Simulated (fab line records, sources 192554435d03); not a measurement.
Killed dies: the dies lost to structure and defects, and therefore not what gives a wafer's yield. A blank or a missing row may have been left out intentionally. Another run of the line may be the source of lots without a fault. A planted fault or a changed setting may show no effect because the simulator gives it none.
Struck lot and sound lot, side by side -- flow n5-finfet -- 18 out of 1938 route steps
Sound: wafers L764.2, L764.4, L764.5. Wafers struck: L778.1, L778.2. At the end, the cause is stated.
Per side, at each step with rows, come the tool, then ch with its chambers, and then its first start. Under that, the readings that differ: sound wafers -- struck wafers -- difference of the means -- sigmas: that difference in standard deviations of wafers without a fault.
alike: readings with means less than 2 such deviations apart, plus words and numbers identical on both sides. not compared: withheld readings, readings lacking a value on some wafer, bounds such as >300 that could conceal the same value, and numbers that have no deviation in the record and whose values overlap.
A row with sigmas, a row that says differs or no value, or rows on one side alone: a step with any of these is where the two part. Non-overlapping numbers with no deviation appear without sigmas and do not part them. A reading missing from all wafers of one side parts the sides only when that side holds two or more wafers.

N5_BEOL_M3_ANNEAL_82: time 240 s.
  sound: pvd-sputter-01 at day 8 09:36; struck: pvd-sputter-02 at day 12 06:45
  alike: heater-power-w
then, 1 step without rows for these wafers: N5_BEOL_M3_SPUTTER_86 (material Cu, target thk 4.5 nm, time 8.29 s).
N5_BEOL_M3_ANNEAL_87: time 240 s.
  sound: pvd-sputter-01 at day 8 09:49; struck: pvd-sputter-02 at day 12 06:58
  alike: heater-power-w
then, 5 steps without rows for these wafers: N5_BEOL_M3_SPUTTER_88 (material Cu, target thk 4.5 nm, time 8.29 s); N5_BEOL_M3_ANNEAL_89 (time 240 s); N5_BEOL_M3_SPUTTER_90 (material Cu, target thk 4.5 nm, time 8.29 s); N5_BEOL_M3_ANNEAL_91 (time 240 s); N5_BEOL_M3_SPUTTER_92 (material Cu, target thk 4.5 nm, time 8.29 s).
N5_BEOL_M3_ANNEAL_93: time 240 s.
  sound: pvd-sputter-01 at day 8 10:29; struck: pvd-sputter-02 at day 12 07:38
  alike: heater-power-w
N5_BEOL_M3_SPUTTER_94: material Cu, target thk 4.5 nm, time 8.29 s.
  sound: pvd-sputter-01 at day 8 10:37; struck: pvd-sputter-02 at day 12 07:46
  alike: throttle-valve-pct
then, 1 step without rows for these wafers: N5_BEOL_M3_ANNEAL_95 (time 240 s).
N5_BEOL_M3_SPUTTER_96: material Cu, target thk 4.5 nm, time 8.29 s.
  sound: pvd-sputter-01 at day 8 10:50; struck: pvd-sputter-02 at day 12 07:59
  alike: throttle-valve-pct
N5_BEOL_M3_ECD_50: material Cu, target thk 300 nm.
  sound on ecd-cu-01 ch 0,1, day 8 10:57; struck on ecd-cu-01 ch 0,1, day 12 08:07
reading,sound,struck,difference,sigmas
model.Cu_of_BEOL_M3_ECD_50.thk-nm (nm),300.8 303 299.6,179 177,-123,
then, 1 step without rows for these wafers: N5_BEOL_M3_ANNEAL_51 (time 90 s).
N5_BEOL_M3_CMP_52: polishes, stops on SiOC, t overpolish 6.8 s, target thk 40 nm.
  sound on cmp-04 ch 0,1,2, day 8 11:20; struck on cmp-04 ch 2,3, day 12 08:34
reading,sound,struck,difference,sigmas
time-to-endpoint-s (s),61 68 58,35 34,-28,-8
  alike: motor-current-A
N5_BEOL_M3_THK_MEAS_53: measures by xrf.
  sound: film-metro-01 at day 8 11:37; struck: film-metro-01 at day 12 08:47
  alike: M3_THK
N5_BEOL_M4_RC_MEAS_101:
  sound on prober-02 ch 0, day 8 23:05; struck on prober-01 ch 0, day 12 21:42
  alike: DIBL_N, DIBL_P, IOFF_N, IOFF_P, ION_N, ION_P, SS_N, SS_P, VT_N, VT_P
-- record jumps: 5 days separate the struck wafers' starts on either side; left off in module BEOL_M4, taken up again in module PASSIVATION, whose first shown step is the route's number 1936 --
N5_PASSIVATION_PROBE_49:
  sound: prober-01 at day 13 12:26; struck: prober-02 at day 17 10:16
reading,sound,struck,difference,sigmas
killed_at_M4_up,14 4 11,27 18,+13,+2
killed-short,27 19 19,32 47,+18,+2
  alike: defect-limited-yield, killed_at_M0_to_M3, killed-at-contacts, killed-at-front-end, killed-at-other, killed-dies, killed-on-rim, killed-open, sort_bin_5_function, sort_bin_6_memory, sort-n-pass, sort-yield-pct

== WHERE THEY PART ==
At N5_BEOL_M3_CMP_52 first; at N5_PASSIVATION_PROBE_49 last (within this record only).

WHY: what the simulator had put in
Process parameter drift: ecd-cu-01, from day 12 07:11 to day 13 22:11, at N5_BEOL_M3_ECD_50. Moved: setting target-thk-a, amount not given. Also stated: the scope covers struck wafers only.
